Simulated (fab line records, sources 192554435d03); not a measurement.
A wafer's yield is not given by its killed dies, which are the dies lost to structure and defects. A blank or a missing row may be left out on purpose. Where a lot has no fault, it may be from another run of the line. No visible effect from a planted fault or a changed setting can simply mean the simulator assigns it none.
Matching of chambers :: flow n5_finfet :: N5_BEOL_M12_ETCH_67 on rie_diel-03 has 4 sister chambers
The step etches SiARC in CF4, target depth 143 nm, time 238.3 s. 14 wafers are shown with their chamber, then 7 later ones without.

WAFERS PAIRED WITH THEIR CHAMBERS
wafer: L079.2
chamber: 2
drypump_motor_current_A (A): 5.4
showerhead_plenum_p_Torr (Torr): 2.18
etch_rf_on_time_s (s): 230

wafer: L079.3
chamber: 0
drypump_motor_current_A (A): 5.8
showerhead_plenum_p_Torr (Torr): 2.12
etch_rf_on_time_s (s): 246

wafer: L079.6
chamber: 0
drypump_motor_current_A (A): 5.8
showerhead_plenum_p_Torr (Torr): 2.12
etch_rf_on_time_s (s): 246

wafer: L078.1
chamber: 3
drypump_motor_current_A (A): 5.5
showerhead_plenum_p_Torr (Torr): 2.18
etch_rf_on_time_s (s): 225

wafer: L078.2
chamber: 2
drypump_motor_current_A (A): 5.4
showerhead_plenum_p_Torr (Torr): 2.18
etch_rf_on_time_s (s): 229

wafer: L078.6
chamber: 2
drypump_motor_current_A (A): 5.4
showerhead_plenum_p_Torr (Torr): 2.18
etch_rf_on_time_s (s): 231

wafer: L082.1
chamber: 1
drypump_motor_current_A (A): 6.4
showerhead_plenum_p_Torr (Torr): 2.14
etch_rf_on_time_s (s): 243

wafer: L082.3
chamber: 3
drypump_motor_current_A (A): 5.4
showerhead_plenum_p_Torr (Torr): 2.17
etch_rf_on_time_s (s): 226

wafer: L082.4
chamber: 0
drypump_motor_current_A (A): 5.8
showerhead_plenum_p_Torr (Torr): 2.12
etch_rf_on_time_s (s): 245

wafer: L091.1
chamber: 1
drypump_motor_current_A (A): 6.3
showerhead_plenum_p_Torr (Torr): 2.14
etch_rf_on_time_s (s): 241

wafer: L091.2
chamber: 2
drypump_motor_current_A (A): 5.4
showerhead_plenum_p_Torr (Torr): 2.18
etch_rf_on_time_s (s): 228

wafer: L091.6
chamber: 0
drypump_motor_current_A (A): 5.8
showerhead_plenum_p_Torr (Torr): 2.11
etch_rf_on_time_s (s): 244

wafer: L092.1
chamber: 2
drypump_motor_current_A (A): 5.3
showerhead_plenum_p_Torr (Torr): 2.17
etch_rf_on_time_s (s): 225

wafer: L092.4
chamber: 0
drypump_motor_current_A (A): 5.8
showerhead_plenum_p_Torr (Torr): 2.11
etch_rf_on_time_s (s): 240

SIGNATURES (means of the wafers above)
reading: drypump_motor_current_A
chamber 0: 5.800
chamber 1: 6.350
chamber 2: 5.380
chamber 3: 5.450
scatter within a chamber: 0.0424

reading: showerhead_plenum_p_Torr
chamber 0: 2.1160
chamber 1: 2.1400
chamber 2: 2.1780
chamber 3: 2.1750
scatter within a chamber: 0.005

reading: etch_rf_on_time_s
chamber 0: 244.20
chamber 1: 242.00
chamber 2: 228.60
chamber 3: 225.50
scatter within a chamber: 2.2
Rule: for a wafer and a chamber, the distance is found by dividing, reading by reading, the gap between the wafer's reading and the chamber's mean by the reading's scatter, squaring, summing and taking the root. If the next closest chamber is less than 2 further off than the closest, the wafer can't be placed; otherwise it belongs to the closest. The scatter: the root of (the sum of the squares of (reading less its chamber's mean) over the shown wafers, divided by (wafers less chambers)).

WAFERS WITHOUT THEIR CHAMBER
wafer: L092.6
drypump_motor_current_A (A): 5.3
showerhead_plenum_p_Torr (Torr): 2.17
etch_rf_on_time_s (s): 223

wafer: L096.4
drypump_motor_current_A (A): 5.5
showerhead_plenum_p_Torr (Torr): 2.16
etch_rf_on_time_s (s): 227

wafer: L096.5
drypump_motor_current_A (A): 5.4
showerhead_plenum_p_Torr (Torr): 2.17
etch_rf_on_time_s (s): 231

wafer: L096.6
drypump_motor_current_A (A): 5.5
showerhead_plenum_p_Torr (Torr): 2.16
etch_rf_on_time_s (s): 226

wafer: L097.1
drypump_motor_current_A (A): 5.3
showerhead_plenum_p_Torr (Torr): 2.17
etch_rf_on_time_s (s): 230

wafer: L097.4
drypump_motor_current_A (A): 5.8
showerhead_plenum_p_Torr (Torr): 2.10
etch_rf_on_time_s (s): 242

wafer: L097.5
drypump_motor_current_A (A): 5.4
showerhead_plenum_p_Torr (Torr): 2.16
etch_rf_on_time_s (s): 227

EACH ONE'S CHAMBER
wafer: L092.6
from the rows above: can't be placed: 2 or 3
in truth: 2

wafer: L096.4
from the rows above: can't be placed: 3 or 2
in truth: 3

wafer: L096.5
from the rows above: can't be placed: 2 or 3
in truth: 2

wafer: L096.6
from the rows above: can't be placed: 3 or 2
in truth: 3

wafer: L097.1
from the rows above: can't be placed: 2 or 3
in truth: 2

wafer: L097.4
from the rows above: 0
in truth: 0

wafer: L097.5
from the rows above: can't be placed: 3 or 2
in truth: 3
1 of 7 placed correctly. Cannot be placed on the basis of these rows: 6; the candidates contain the true chamber in 6. Wrongly placed: 0.
